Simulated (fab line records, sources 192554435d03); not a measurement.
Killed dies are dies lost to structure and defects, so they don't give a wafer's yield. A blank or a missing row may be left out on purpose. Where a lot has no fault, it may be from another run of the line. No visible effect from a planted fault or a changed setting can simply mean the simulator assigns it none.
Chamber matching :: flow n5_finfet :: N5_BEOL_M8_DESCUM_16 on rie_diel-04: 4 sister chambers
The step chemistry O2, time 7.9 s. 4 wafers are shown with their chamber, then 8 later ones without.

## WAFERS, EACH WITH ITS CHAMBER
wafer: L091.1
chamber: 1
throttle_valve_pct (%): 20.04

wafer: L091.2
chamber: 0
throttle_valve_pct (%): 20.40

wafer: L091.3
chamber: 2
throttle_valve_pct (%): 20.66

wafer: L092.2
chamber: 3
throttle_valve_pct (%): 20.09

## WAFERS WITH NO CHAMBER GIVEN
wafer: L092.4
throttle_valve_pct (%): 20.70

wafer: L092.5
throttle_valve_pct (%): 20.41

wafer: L094.1
throttle_valve_pct (%): 20.43

wafer: L094.3
throttle_valve_pct (%): 20.06

wafer: L094.4
throttle_valve_pct (%): 20.69

wafer: L096.1
throttle_valve_pct (%): 20.06

wafer: L096.3
throttle_valve_pct (%): 20.71

wafer: L096.6
throttle_valve_pct (%): 20.06

## WHICH CHAMBER EACH ONE RAN IN
wafer: L092.4
from the rows above: 2
in truth: 2

wafer: L092.5
from the rows above: 0
in truth: 0

wafer: L094.1
from the rows above: 0
in truth: 0

wafer: L094.3
from the rows above: can't be placed: 1 or 3
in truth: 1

wafer: L094.4
from the rows above: 2
in truth: 2

wafer: L096.1
from the rows above: can't be placed: 1 or 3
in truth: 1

wafer: L096.3
from the rows above: 2
in truth: 2

wafer: L096.6
from the rows above: can't be placed: 1 or 3
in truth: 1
Correctly placed: 5 of 8. Can't be placed from these rows: 3 (the true chamber is among the candidates in 3). 0 placed wrongly.
How it was worked out, from the rows above alone: a wafer's distance from a chamber is the root of the sum, over the readings, of the square of ((its reading less the chamber's mean) divided by the reading's scatter). If the next closest chamber is less than 2 further off than the closest, the wafer can't be placed; otherwise it belongs to the closest. A chamber's mean is the mean of its shown wafers. The scatter (one wafer shown for each chamber): square how far every hidden wafer sits from the nearest shown wafer, average those squares and take the square root.
